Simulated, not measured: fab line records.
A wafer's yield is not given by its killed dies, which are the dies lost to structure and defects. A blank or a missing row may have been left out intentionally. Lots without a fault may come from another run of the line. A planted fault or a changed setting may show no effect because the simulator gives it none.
fab line records	flow n5_finfet
record lots=7	wafers=39
route steps=1938 shown PMOS_HMC_CHANNEL_EPI@64 FIN_SAQP@138 SD_EPI_N@292 HKMG_FIN@444 BEOL_M0_SAQP@634 BEOL_M1@822 BEOL_M2@841 BEOL_M4@1070 BEOL_M6@1240 BEOL_M7@1308 BEOL_M10@1474 BEOL_M13@1696 BEOL_M14@1764 TV_LITHO@1886 PASSIVATION@1936
start_h: the number of hours between the record's first day and the start of the first shown wafer of the lot	wait_h: hours elapsed since this lot's preceding step	" the same as in the row above	L1.1+2: one row covering several wafers at once	- no value, or no start given	* or withheld: withheld	< > ~ a bound
route shown NAME@n: a module of which the file shows steps, and the number in the route of the first	usual: mean and standard deviation over wafers with no fault	same: alike in all rows	chamber/n: place in a boat	sites: the reading at each site	_std_site: standard deviation across them	_edge_site: inner sites' mean taken away from outer sites' mean	radius_mm: how far each site lies from the wafer's centre	mask NAME#n: copy n	behind: tool/chamber where the wafer was last shaped	hold: reason for holding the lot/hours on hold/outcome of the hold	device: which transistor (n, p or np) failed to switch	end of line: at the end of the route, the tests of the same wafers	a step with no rows: only its recipe	killed: dies that structure and defects cost at the first sort, which is not the same as the wafer's yield	map: a wafer's dies, x killed, . not, _ none there
set.NAME: the setting the step ran with; set.NAME@STEP: the setting that earlier step ran with	model.NAME: the simulator's own value behind a step, which no gauge read
lots whose settings were changed on purpose; a table a step, a row a wafer
## steps
# step N5_PMOS_HMC_CHANNEL_EPI_DEVELOP_08
# recipe develop_time_s=30	developer=TMAH	resist=CAR-ArF-block	dev_temp_c=23	rinse_liquid=diw	dry=air_spin
# step N5_FIN_SAQP_SPACER2_ALD_28
# recipe material=SiO2	target_thk_a=81	temp_c=300	ald_precursor_family=BDEAS	ald_co_reactant=O2-plasma	pulse_time_s=1	purge_time_s=2	co_reactant_purge_time_s=2	pressure_torr=2
# step N5_SD_EPI_N_PRECLEAN_49
# recipe chemistry=NF3:NH3	afs_cycles=1	temp_c=30	time_s=20	sublimation_temp_c=180	sublimation_time_s=60	pressure_torr=3	rf_power_w=30
# step N5_HKMG_FIN_ETCH_86
# recipe chemistry=N2/H2	target=SOC	target_depth_a=3932	stop_on=TiN	ion_energy_ev=100	bias_w=61	pressure_mtorr=30	source_w=850	n2_flow_sccm=200	h2_flow_sccm=200
# step N5_BEOL_M0_SAQP_HM_DEP_02
# recipe material=TiN	target_thk_a=120	temp_c=25	chamber_pressure_pa=0.49996
# step N5_BEOL_M1_SPUTTER_88
# recipe material=Cu	target_thk_a=45	temp_c=-20	chamber_pressure_pa=0.07	power_w=withheld	time_s=8.29
# step N5_BEOL_M2_ILD_DEP_00
# recipe material=SiOC	target_thk_a=790	temp_c=350	precursor=DEMS/O2	pressure_torr=5	rf_w=500	time_s=15.3
# step N5_BEOL_M4_TRENCH_ETCH_37
# recipe chemistry=C4F6/O2	target_depth_a=555.55	target=SiOC	time_s=29.2	ion_energy_ev=250	pressure_mtorr=30	source_w=355	bias_w=185	Ar_flow_sccm=300	C4F6_flow_sccm=10	O2_flow_sccm=10
# step N5_BEOL_M6_ETCH_41
# recipe chemistry=CH3F/O2	target=SiCN	target_depth_a=297	taper_deg=2	time_s=52	ion_energy_ev=120	mask_material=TiN	pressure_mtorr=30	source_w=395	bias_w=75	Ar_flow_sccm=150	CH3F_flow_sccm=30	O2_flow_sccm=20
# step N5_BEOL_M7_TRENCH_ETCH_37
# recipe chemistry=C4F6/O2	target_depth_a=934.78	target=SiCOH_lowk	time_s=31.2	ion_energy_ev=250	pressure_mtorr=30	source_w=345	bias_w=185	Ar_flow_sccm=300	C4F6_flow_sccm=10	O2_flow_sccm=10
# step N5_BEOL_M10_HM_DEP_02
# recipe material=TiN	target_thk_a=200	temp_c=25	chamber_pressure_pa=0.49996
# step N5_BEOL_M13_TRENCH_ETCH_34
# recipe chemistry=C4F8/O2/Ar	target=SiOC	target_depth_a=4134.7	mask_material=SOC	pressure_mtorr=30	source_w=3000	bias_w=700	Ar_flow_sccm=400	C4F8_flow_sccm=15	O2_flow_sccm=8	he_inner_torr=15	he_outer_torr=30	time_s=162.6	ion_energy_ev=250
# step N5_BEOL_M14_SPUTTER_45
# recipe material=Cu	target_thk_a=1000	temp_c=-20	bias_v=60	power_w=26000	chamber_pressure_pa=0.13	time_s=16.67
# step N5_PASSIVATION_DESCUM_12
# recipe chemistry=O2	time_s=7.9	source_power_w=50	bias_power_w=20	pressure_mtorr=20	rf_frequency_hz=2.712e+07	temp_c=40	o2_flow_sccm=225
# step N5_PASSIVATION_PROBE_49
# usual killed_at_front_end=38/12
lot.wafer	tool	chamber	start_h	wait_h	set.develop_time_s@PMOS_HMC_CHANNEL_EPI_DEVELOP_08	set.target_thk_a@FIN_SAQP_SPACER2_ALD_28	set.time_s@SD_EPI_N_PRECLEAN_49	set.target_depth_a@HKMG_FIN_ETCH_86	set.target_thk_a@BEOL_M0_SAQP_HM_DEP_02	set.time_s@BEOL_M1_SPUTTER_88	set.target_thk_a@BEOL_M2_ILD_DEP_00	set.target_depth_a@BEOL_M4_TRENCH_ETCH_37	set.time_s@BEOL_M6_ETCH_41	set.time_s@BEOL_M7_TRENCH_ETCH_37	set.target_thk_a@BEOL_M10_HM_DEP_02	set.time_s@BEOL_M13_TRENCH_ETCH_34	set.time_s@BEOL_M14_SPUTTER_45	set.time_s@PASSIVATION_DESCUM_12	killed_at_front_end
L079.1	prober-01	-	309.23	0.6	18.49	54.44	20	3932	167.7	8.29	480.9	351.1	52	49.03	200	162.6	16.67	4.271	47
L079.2	prober-01	-	309.28	0.6	30	81	12.03	3932	167.7	8.29	790	351.1	52	31.2	200	162.6	16.67	7.9	28
L079.3	prober-01	-	309.33	0.7	30	54.44	12.03	3932	120	12.06	480.9	555.55	52	49.03	240.5	162.6	16.67	7.9	49
L079.4	prober-01	-	309.38	0.7	30	54.44	20	3932	120	12.06	790	351.1	52	31.2	240.5	105.7	16.67	4.271	47
L079.5	prober-01	-	309.43	0.8	18.49	81	12.03	3932	120	8.29	790	555.55	52	49.03	240.5	105.7	16.67	4.271	44
L079.6	prober-01	-	309.48	0.8	18.49	81	20	3932	167.7	12.06	480.9	555.55	52	31.2	200	105.7	16.67	7.9	39
L083.1	prober-01	-	325.63	0.0	30	81	20	3932	120	3.624	438.5	555.55	52	49.79	253	162.6	16.67	7.9	41
L083.2	prober-01	-	325.68	0.1	30	81	31.15	3932	181.8	8.29	438.5	555.55	61.05	31.2	200	162.6	16.67	7.9	34
L083.3	prober-01	-	325.73	0.1	30	35.53	20	3011	120	8.29	438.5	555.55	61.05	49.79	253	199.6	16.67	7.9	23
L083.4	prober-01	-	325.78	0.2	30	81	20	3011	181.8	3.624	790	555.55	61.05	49.79	200	199.6	16.67	7.9	38
L083.5	prober-01	-	325.83	0.2	30	35.53	31.15	3011	181.8	8.29	790	555.55	52	31.2	200	199.6	16.67	7.9	35
L083.6	prober-01	-	325.88	0.3	30	35.53	31.15	3932	120	3.624	790	555.55	52	31.2	253	162.6	16.67	7.9	28
L085.1	prober-01	-	337.37	0.0	30	81	20	4873	120	12.14	790	751.5	52	41.55	200	162.6	16.67	9.598	1109
L085.2	prober-01	-	337.42	0.1	30	66.36	10.33	4873	71.26	12.14	1162	555.55	52	31.2	282.9	162.6	16.67	7.9	1109
L085.3	prober-01	-	337.47	0.1	16.63	81	20	4873	120	8.29	790	555.55	41.67	31.2	200	108.9	16.67	9.598	1103
L085.4	prober-01	-	337.52	0.2	16.63	81	10.33	3932	71.26	8.29	790	555.55	41.67	41.55	282.9	108.9	16.67	9.598	67
L085.5	prober-01	-	337.57	0.2	16.63	66.36	20	3932	71.26	8.29	1162	751.5	52	31.2	200	108.9	16.67	7.9	46
L085.6	prober-01	-	337.62	0.3	30	66.36	10.33	3932	120	12.14	1162	751.5	41.67	41.55	282.9	162.6	16.67	7.9	51
L089.1	prober-01	-	373.30	0.0	30	81	20	3932	120	8.29	790	555.55	52	31.2	200	162.6	20.86	7.9	47
L089.2	prober-01	-	373.35	0.1	24.39	46.47	12.92	2768	120	8.29	790	555.55	52	25.88	200	87.36	16.67	10.91	44
L089.3	prober-01	-	373.40	0.1	24.39	46.47	20	2768	120	12.54	790	555.55	40.28	25.88	200	162.6	20.86	10.91	38
L089.4	prober-01	-	373.45	0.2	24.39	81	12.92	3932	120	12.54	790	555.55	40.28	25.88	253.1	87.36	16.67	7.9	36
L089.5	prober-01	-	373.50	0.2	30	81	20	2768	120	12.54	790	555.55	52	31.2	253.1	87.36	20.86	10.91	42
L089.6	prober-01	-	373.55	0.3	30	46.47	12.92	3932	120	8.29	790	555.55	40.28	31.2	253.1	162.6	16.67	7.9	32
L095.1	prober-02	-	390.75	0.4	30	41.14	20	3932	120	6.616	790	555.55	52	31.2	200	162.6	16.67	7.9	35
L095.2	prober-02	-	390.80	0.4	20.87	81	14.48	5222	120	6.616	790	406	52	31.2	200	162.6	7.492	7.9	970
L095.3	prober-02	-	390.85	0.5	20.87	41.14	20	5222	156.1	6.616	790	406	52	31.2	200	162.6	16.67	10.35	1097
L095.4	prober-02	-	390.90	0.5	20.87	41.14	14.48	3932	120	8.29	790	406	52	31.2	200	162.6	7.492	10.35	39
L095.5	prober-02	-	390.95	0.6	30	81	20	5222	156.1	8.29	790	555.55	52	31.2	200	162.6	7.492	10.35	936
L095.6	prober-02	-	391.00	0.6	30	81	14.48	3932	156.1	8.29	790	555.55	52	31.2	200	162.6	16.67	7.9	39
L094.1	prober-01	-	394.30	0.0	17	38.28	12.57	3932	120	8.29	790	555.55	52	31.2	256.4	105.2	19.29	3.718	36
L094.2	prober-01	-	394.35	0.1	17	38.28	20	3932	120	10.45	790	555.55	69.49	25.39	200	105.2	19.29	3.718	62
L094.3	prober-01	-	394.40	0.1	30	38.28	12.57	3932	120	8.29	1047	365.2	52	25.39	200	162.6	16.67	3.718	49
L094.4	prober-01	-	394.45	0.2	30	81	12.57	3932	120	10.45	790	365.2	69.49	25.39	256.4	105.2	16.67	7.9	52
L094.5	prober-01	-	394.50	0.2	17	81	20	3932	120	10.45	1047	555.55	52	31.2	256.4	162.6	19.29	7.9	51
L094.6	prober-01	-	394.55	0.3	30	81	20	3932	120	8.29	1047	365.2	69.49	31.2	200	162.6	16.67	7.9	42
L096.1	prober-01	-	408.40	0.0	30	81	20	3932	120	8.29	790	555.55	52	31.2	200	162.6	16.67	7.9	29
L096.5	prober-01	-	408.60	0.2	30	81	20	3932	120	8.29	790	555.55	52	31.2	200	162.6	16.67	7.9	30
L096.6	prober-01	-	408.65	0.3	30	81	20	3932	120	8.29	790	555.55	52	31.2	200	162.6	16.67	7.9	24
# killed by level:class
L079.1 BEOL_M0_SAQP:area_dep=1053 FIN_SAQP:geometric_particle:open=14 FIN_SAQP:geometric_particle:short=13 MOL_CONTACT_COAG:geometric_particle:open=10 BEOL_M0_SAQP:geometric_particle:open=8 BEOL_M1:geometric_particle:open=6 PASS1_DEP:geometric_particle:open=6 PAD_METAL:geometric_particle:short=6
L079.2 BEOL_M0_SAQP:area_dep=1095 BEOL_M1:geometric_particle:open=14 MOL_CONTACT_COAG:geometric_particle:open=10 FIN_SAQP:geometric_particle:short=7 GATE_CUT:geometric_particle:short=7 FIN_SAQP:geometric_particle:open=5 BEOL_M3:geometric_particle:open=5 BEOL_M0_SAQP:geometric_particle:short=4
L079.3 BEOL_M2:area_dep=1056 FIN_SAQP:geometric_particle:open=26 FIN_SAQP:geometric_particle:short=13 BEOL_M1:geometric_particle:open=11 MOL_CONTACT_COAG:geometric_particle:open=11 MOL_CONTACT_COAG:geometric_particle:short=9 BEOL_M0_SAQP:geometric_particle:open=7 BEOL_M2:geometric_particle:open=5
L079.4 BEOL_M4:area_ecd=637 FIN_SAQP:geometric_particle:open=24 BEOL_M1:geometric_particle:open=10 MOL_CONTACT_COAG:geometric_particle:open=9 FIN_SAQP:geometric_particle:short=7 BEOL_M0_SAQP:geometric_particle:open=7 BEOL_M0_SAQP:geometric_particle:short=7 STARTING-WAFER:geometric_particle:open=4
L079.5 BEOL_M7:area_etch=101 FIN_SAQP:geometric_particle:open=12 MOL_CONTACT_COAG:geometric_particle:open=11 BEOL_M0_SAQP:geometric_particle:open=11 FIN_SAQP:geometric_particle:short=9 BEOL_M1:geometric_particle:open=8 BEOL_M13:area_ecd=8 BEOL_M0_SAQP:geometric_particle:short=5
L079.6 BEOL_M0_SAQP:area_dep=1068 BEOL_M2:geometric_particle:open=17 FIN_SAQP:geometric_particle:open=12 FIN_SAQP:geometric_particle:short=10 STI_FIN_REVEAL:geometric_particle:open=9 MOL_CONTACT_COAG:geometric_particle:open=9 BEOL_M3:geometric_particle:open=8 BEOL_M0_SAQP:geometric_particle:open=7
L083.1 BEOL_M2:area_dep=1081 FIN_SAQP:geometric_particle:open=17 MOL_CONTACT_COAG:geometric_particle:open=12 BEOL_M2:geometric_particle:open=10 STI_FIN_REVEAL:geometric_particle:open=8 BEOL_M0:geometric_particle:open=8 BEOL_M0_SAQP:geometric_particle:open=4 BEOL_M4:geometric_particle:open=4
L083.2 BEOL_M0_SAQP:area_dep=1087 BEOL_M2:geometric_particle:open=14 STI_FIN_REVEAL:geometric_particle:open=8 GATE_CUT:geometric_particle:short=6 STARTING-WAFER:geometric_particle:open=6 BEOL_M0:geometric_particle:open=5 BEOL_M1:geometric_particle:open=5 BEOL_M2:geometric_particle:short=5
L083.3 BEOL_M2:area_dep=1117 DUMMY_GATE:geometric_particle:open=10 BEOL_M4:geometric_particle:open=7 BEOL_M1:geometric_particle:open=5 MOL_CONTACT_COAG:geometric_particle:open=4 BEOL_M0_SAQP:geometric_particle:short=4 BEOL_M2:geometric_particle:open=4 BEOL_M0:geometric_particle:open=3
L083.4 BEOL_M0_SAQP:area_dep=1080 FIN_SAQP:geometric_particle:open=10 BEOL_M3:geometric_particle:open=10 BEOL_M2:geometric_particle:open=9 STI_FIN_REVEAL:geometric_particle:open=7 BEOL_M0_SAQP:geometric_particle:open=6 ILD0:geometric_particle:short=5 BEOL_M0:geometric_particle:open=5
L083.5 BEOL_M0_SAQP:area_dep=1099 STI_FIN_REVEAL:geometric_particle:open=9 BEOL_M2:geometric_particle:open=6 FIN_SAQP:geometric_particle:short=4 STI_FIN_REVEAL:geometric_particle:short=4 MOL_CONTACT_COAG:geometric_particle:open=4 BEOL_M0_SAQP:geometric_particle:open=4 BEOL_M0:geometric_particle:open=4
L083.6 MOL_CONTACT_COAG:geometric_particle:open=9 BEOL_M4:geometric_particle:open=7 BEOL_M0_SAQP:geometric_particle:short=5 BEOL_M2:geometric_particle:open=5 BEOL_M6:geometric_particle:open=5 FIN_SAQP:geometric_particle:short=4 ILD0:geometric_particle:short=4 GATE_CUT:geometric_particle:short=4
L085.1 HKMG_FIN:area_etch=1075 BEOL_M2:geometric_particle:open=13 BEOL_M0_SAQP:geometric_particle:short=10 MOL_CONTACT_COAG:geometric_particle:open=10 BEOL_M0_SAQP:geometric_particle:open=9 FIN_SAQP:geometric_particle:short=8 STI_FIN_REVEAL:geometric_particle:open=8 BEOL_M3:geometric_particle:open=6
L085.2 HKMG_FIN:area_etch=1062 BEOL_M2:geometric_particle:open=17 FIN_SAQP:geometric_particle:open=16 STI_FIN_REVEAL:geometric_particle:open=13 MOL_CONTACT_COAG:geometric_particle:open=11 BEOL_M1:geometric_particle:open=9 BEOL_M3:geometric_particle:open=7 FIN_SAQP:geometric_particle:short=5
L085.3 HKMG_FIN:area_etch=1038 STI_FIN_REVEAL:geometric_particle:open=20 MOL_CONTACT_COAG:geometric_particle:open=15 FIN_SAQP:geometric_particle:open=14 BEOL_M1:geometric_particle:open=12 BEOL_M0_SAQP:geometric_particle:open=11 FIN_SAQP:geometric_particle:short=8 BEOL_M1:geometric_particle:short=6
L085.4 BEOL_M10:area_open=117 FIN_SAQP:geometric_particle:open=21 FIN_SAQP:geometric_particle:short=19 BEOL_M0_SAQP:geometric_particle:short=15 BEOL_M3:geometric_particle:open=12 BEOL_M0_SAQP:geometric_particle:open=11 BEOL_M2:geometric_particle:open=11 STI_FIN_REVEAL:geometric_particle:open=10
L085.5 BEOL_M2:area_dep=1038 MOL_CONTACT_COAG:geometric_particle:open=21 BEOL_M0_SAQP:geometric_particle:short=15 BEOL_M3:geometric_particle:open=15 FIN_SAQP:geometric_particle:open=10 BEOL_M2:geometric_particle:open=9 BEOL_M0_SAQP:geometric_particle:open=9 FIN_SAQP:geometric_particle:short=8
L085.6 BEOL_M2:area_dep=1064 BEOL_M3:geometric_particle:open=21 FIN_SAQP:geometric_particle:open=16 FIN_SAQP:geometric_particle:short=12 BEOL_M0_SAQP:geometric_particle:short=10 STI_FIN_REVEAL:geometric_particle:open=8 BEOL_M0_SAQP:geometric_particle:open=6 MOL_CONTACT_COAG:geometric_particle:open=5
L089.1 BEOL_M0_SAQP:geometric_particle:short=12 FIN_SAQP:geometric_particle:open=10 MOL_CONTACT_COAG:geometric_particle:open=9 STI_FIN_REVEAL:geometric_particle:open=7 BEOL_M0_SAQP:geometric_particle:open=6 BEOL_M2:geometric_particle:open=6 FIN_SAQP:geometric_particle:short=5 DUMMY_GATE:geometric_particle:open=5
L089.2 BEOL_M13:area_ecd=46 BEOL_M0_SAQP:geometric_particle:open=13 FIN_SAQP:geometric_particle:short=12 STI_FIN_REVEAL:geometric_particle:open=12 BEOL_M0_SAQP:geometric_particle:short=12 BEOL_M4:geometric_particle:open=11 BEOL_M3:geometric_particle:open=9 FIN_SAQP:geometric_particle:open=7
L089.3 FIN_SAQP:geometric_particle:open=13 BEOL_M2:geometric_particle:open=10 STI_FIN_REVEAL:geometric_particle:open=9 MOL_CONTACT_COAG:geometric_particle:open=9 BEOL_M3:geometric_particle:open=9 MIM_BOT:geometric_particle:open=8 STARTING-WAFER:geometric_particle:open=5 MIM_BOT:geometric_particle:short=5
L089.4 BEOL_M13:area_ecd=54 BEOL_M3:geometric_particle:open=15 BEOL_M2:geometric_particle:open=11 STI_FIN_REVEAL:geometric_particle:open=9 MOL_CONTACT_COAG:geometric_particle:open=9 BEOL_M0_SAQP:geometric_particle:open=7 FIN_SAQP:geometric_particle:open=6 BEOL_M0_SAQP:geometric_particle:short=6
L089.5 BEOL_M13:area_ecd=56 STI_FIN_REVEAL:geometric_particle:open=12 FIN_SAQP:geometric_particle:open=10 BEOL_M3:geometric_particle:open=10 BEOL_M0_SAQP:geometric_particle:short=7 BEOL_M0_SAQP:geometric_particle:open=7 MOL_CONTACT_COAG:geometric_particle:open=5 BEOL_M2:geometric_particle:open=5
L089.6 MOL_CONTACT_COAG:geometric_particle:open=21 BEOL_M0_SAQP:geometric_particle:short=14 BEOL_M0_SAQP:geometric_particle:open=13 BEOL_M3:geometric_particle:open=9 BEOL_M2:geometric_particle:open=8 STI_FIN_REVEAL:geometric_particle:open=7 ILD0:geometric_particle:open=5 DUMMY_GATE:geometric_particle:open=3
L095.1 MOL_CONTACT_COAG:geometric_particle:open=14 BEOL_M0_SAQP:geometric_particle:short=13 FIN_SAQP:geometric_particle:open=12 BEOL_M3:geometric_particle:open=7 GATE_CUT:geometric_particle:short=6 BEOL_M0_SAQP:geometric_particle:open=6 BEOL_M2:geometric_particle:open=6 FIN_SAQP:geometric_particle:short=5
L095.2 HKMG_FIN:area_etch=933 BEOL_M14:interface_void_opened=145 MOL_CONTACT_COAG:geometric_particle:open=14 FIN_SAQP:geometric_particle:short=13 BEOL_M3:geometric_particle:open=8 BEOL_M4:geometric_particle:open=8 FIN_SAQP:geometric_particle:open=7 MOL_CONTACT_COAG:geometric_particle:short=6
L095.3 HKMG_FIN:area_etch=1055 MOL_CONTACT_COAG:geometric_particle:open=16 FIN_SAQP:geometric_particle:short=12 BEOL_M0_SAQP:geometric_particle:short=12 BEOL_M0_SAQP:geometric_particle:open=10 BEOL_M1:geometric_particle:open=10 BEOL_M0:geometric_particle:open=8 FIN_SAQP:geometric_particle:open=7
L095.4 BEOL_M14:interface_void_opened=128 BEOL_M4:area_ecd=44 MOL_CONTACT_COAG:geometric_particle:open=13 GATE_CUT:geometric_particle:short=11 BEOL_M3:geometric_particle:open=11 FIN_SAQP:geometric_particle:short=9 BEOL_M0_SAQP:geometric_particle:short=8 BEOL_M0_SAQP:geometric_particle:open=6
L095.5 HKMG_FIN:area_etch=901 BEOL_M14:interface_void_opened=169 FIN_SAQP:geometric_particle:short=11 BEOL_M0_SAQP:geometric_particle:open=9 BEOL_M2:geometric_particle:open=9 MOL_CONTACT_COAG:geometric_particle:open=8 BEOL_M0_SAQP:geometric_particle:short=7 BEOL_M1:geometric_particle:open=7
L095.6 BEOL_M0_SAQP:area_dep=600 BEOL_M4:geometric_particle:open=18 FIN_SAQP:geometric_particle:open=13 MOL_CONTACT_COAG:geometric_particle:open=11 BEOL_M0_SAQP:geometric_particle:short=8 BEOL_M1:geometric_particle:open=8 BEOL_M2:geometric_particle:open=7 BEOL_M0_SAQP:geometric_particle:open=4
L094.1 STI_FIN_REVEAL:geometric_particle:open=15 MIM_TOP:geometric_particle:short=8 FIN_SAQP:geometric_particle:short=6 FIN_SAQP:geometric_particle:open=5 MOL_CONTACT_COAG:geometric_particle:short=5 DUMMY_GATE:geometric_particle:open=5 MOL_CONTACT_COAG:geometric_particle:open=5 BEOL_M2:geometric_particle:open=5
L094.2 STI_FIN_REVEAL:geometric_particle:open=17 DUMMY_GATE:geometric_particle:open=9 FIN_SAQP:geometric_particle:open=8 BEOL_M3:geometric_particle:open=8 FIN_SAQP:geometric_particle:short=6 MIM_TOP:geometric_particle:open=5 STARTING-WAFER:geometric_particle:short=5 STARTING-WAFER:geometric_particle:open=5
L094.3 BEOL_M2:area_dep=566 BEOL_M4:area_ecd=58 STI_FIN_REVEAL:geometric_particle:open=14 BEOL_M3:geometric_particle:open=12 FIN_SAQP:geometric_particle:short=8 BEOL_M0_SAQP:geometric_particle:short=8 BEOL_M0_SAQP:geometric_particle:open=8 MOL_CONTACT_COAG:geometric_particle:open=8
L094.4 BEOL_M4:area_ecd=134 STI_FIN_REVEAL:geometric_particle:open=16 BEOL_M2:geometric_particle:open=10 MOL_CONTACT_COAG:geometric_particle:open=9 DUMMY_GATE:geometric_particle:open=8 FIN_SAQP:geometric_particle:short=6 BEOL_M3:geometric_particle:open=6 FIN_SAQP:geometric_particle:open=5
L094.5 BEOL_M2:area_dep=542 STI_FIN_REVEAL:geometric_particle:open=14 FIN_SAQP:geometric_particle:short=7 DUMMY_GATE:geometric_particle:open=7 MOL_CONTACT_COAG:geometric_particle:open=6 BEOL_M4:geometric_particle:open=6 BEOL_M3:geometric_particle:open=5 BEOL_M0_SAQP:geometric_particle:short=5
L094.6 BEOL_M2:area_dep=555 BEOL_M4:area_ecd=23 STI_FIN_REVEAL:geometric_particle:open=17 MOL_CONTACT_COAG:geometric_particle:open=13 BEOL_M4:geometric_particle:open=8 BEOL_M0_SAQP:geometric_particle:open=7 FIN_SAQP:geometric_particle:short=5 MOL_CONTACT_COAG:geometric_particle:short=5
L096.1 MOL_CONTACT_COAG:geometric_particle:open=10 BEOL_M3:geometric_particle:open=8 FIN_SAQP:geometric_particle:short=7 STI_FIN_REVEAL:geometric_particle:open=7 BEOL_M0_SAQP:geometric_particle:short=6 HKMG_FIN:area_etch=4 MOL_CONTACT_COAG:geometric_particle:short=3 BEOL_M4:geometric_particle:open=3
L096.5 BEOL_M2:geometric_particle:open=15 MOL_CONTACT_COAG:geometric_particle:open=10 GATE_CUT:geometric_particle:short=6 BEOL_M3:geometric_particle:open=6 BEOL_M4:geometric_particle:open=6 STARTING-WAFER:geometric_particle:short=5 FIN_SAQP:geometric_particle:short=4 BEOL_M1:geometric_particle:open=4
L096.6 MOL_CONTACT_COAG:geometric_particle:open=8 FIN_SAQP:geometric_particle:open=7 BEOL_M4:geometric_particle:open=7 STI_FIN_REVEAL:geometric_particle:open=6 BEOL_M1:geometric_particle:open=6 FIN_SAQP:geometric_particle:short=4 BEOL_M2:geometric_particle:open=4 MOL_CONTACT_COAG:geometric_particle:short=3
## key
split step=N5_PMOS_HMC_CHANNEL_EPI_DEVELOP_08	setting=develop_time_s	stated_as=30
response none clear
split step=N5_FIN_SAQP_SPACER2_ALD_28	setting=target_thk_a	stated_as=81
response none clear
split step=N5_SD_EPI_N_PRECLEAN_49	setting=time_s	stated_as=20
response none clear
split step=N5_HKMG_FIN_ETCH_86	setting=target_depth_a	stated_as=3932
response step=N5_PASSIVATION_PROBE_49	reading=killed_at_front_end	slope=+27	per=1%	together_with=all	explained=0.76
split step=N5_BEOL_M0_SAQP_HM_DEP_02	setting=target_thk_a	stated_as=120
response none clear
split step=N5_BEOL_M1_SPUTTER_88	setting=time_s	stated_as=8.29
response none clear
split step=N5_BEOL_M2_ILD_DEP_00	setting=target_thk_a	stated_as=790
response none clear
split step=N5_BEOL_M4_TRENCH_ETCH_37	setting=target_depth_a	stated_as=555.55
response none clear
split step=N5_BEOL_M6_ETCH_41	setting=time_s	stated_as=52
response none clear
split step=N5_BEOL_M7_TRENCH_ETCH_37	setting=time_s	stated_as=31.2
response none clear
split step=N5_BEOL_M10_HM_DEP_02	setting=target_thk_a	stated_as=200
response none clear
split step=N5_BEOL_M13_TRENCH_ETCH_34	setting=time_s	stated_as=162.6
response none clear
split step=N5_BEOL_M14_SPUTTER_45	setting=time_s	stated_as=16.67
response none clear
split step=N5_PASSIVATION_DESCUM_12	setting=time_s	stated_as=7.9
response none clear
